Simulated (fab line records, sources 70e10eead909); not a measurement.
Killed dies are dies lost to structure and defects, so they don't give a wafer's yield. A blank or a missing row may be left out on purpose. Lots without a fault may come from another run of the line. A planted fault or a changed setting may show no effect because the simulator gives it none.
Chamber matching | flow nand_harc | NHARC_A_CONTACT_DEP_85 on pecvd-02: 3 sister chambers
The step deposits SiON, target thk 60 nm. 6 wafers are shown with their chamber, then 8 later ones without.

WAFERS WITH THEIR CHAMBER
wafer  | chamber | heater_power_w (W) | chamber_pressure_Torr (Torr)
L078.2 | 2       | 892                | 3.497
L080.3 | 2       | 843                | 3.480
L080.5 | 0       | 871                | 3.509
L084.1 | 0       | 824                | 3.500
L084.6 | 1       | 771                | 3.502
L092.1 | 1       | 741                | 3.504

WAFERS WITHOUT THEIR CHAMBER
wafer  | heater_power_w (W) | chamber_pressure_Torr (Torr)
L092.3 | 799                | 3.499
L092.6 | 800                | 3.507
L093.1 | 776                | 3.505
L093.4 | 824                | 3.502
L093.6 | 782                | 3.512
L097.1 | 808                | 3.495
L097.4 | 858                | 3.497
L097.5 | 808                | 3.494

WHICH CHAMBER EACH WENT THROUGH
wafer  | from the rows above          | in truth
L092.3 | can't be placed: 1 or 0 or 2 | 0
L092.6 | can't be placed: 1 or 0 or 2 | 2
L093.1 | can't be placed: 1 or 0      | 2
L093.4 | can't be placed: 0 or 2 or 1 | 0
L093.6 | can't be placed: 1 or 0      | 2
L097.1 | can't be placed: 0 or 1 or 2 | 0
L097.4 | can't be placed: 0 or 2      | 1
L097.5 | can't be placed: 0 or 1 or 2 | 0
Placed correctly: 0 of 8. Can't be placed from these rows: 8 (the true chamber is among the candidates in 5). Placed wrongly: 0.
How it was worked out, from the rows above alone: a wafer's distance from a chamber is the root of the sum, over the readings, of the square of ((its reading less the chamber's mean) divided by the reading's scatter). The wafer belongs to the nearest chamber; if the next one is less than 2 further off, it can't be placed. A chamber's mean is the mean of its shown wafers. The scatter: the root of (the sum of the squares of (reading less its chamber's mean) over the shown wafers, divided by (wafers less chambers)).
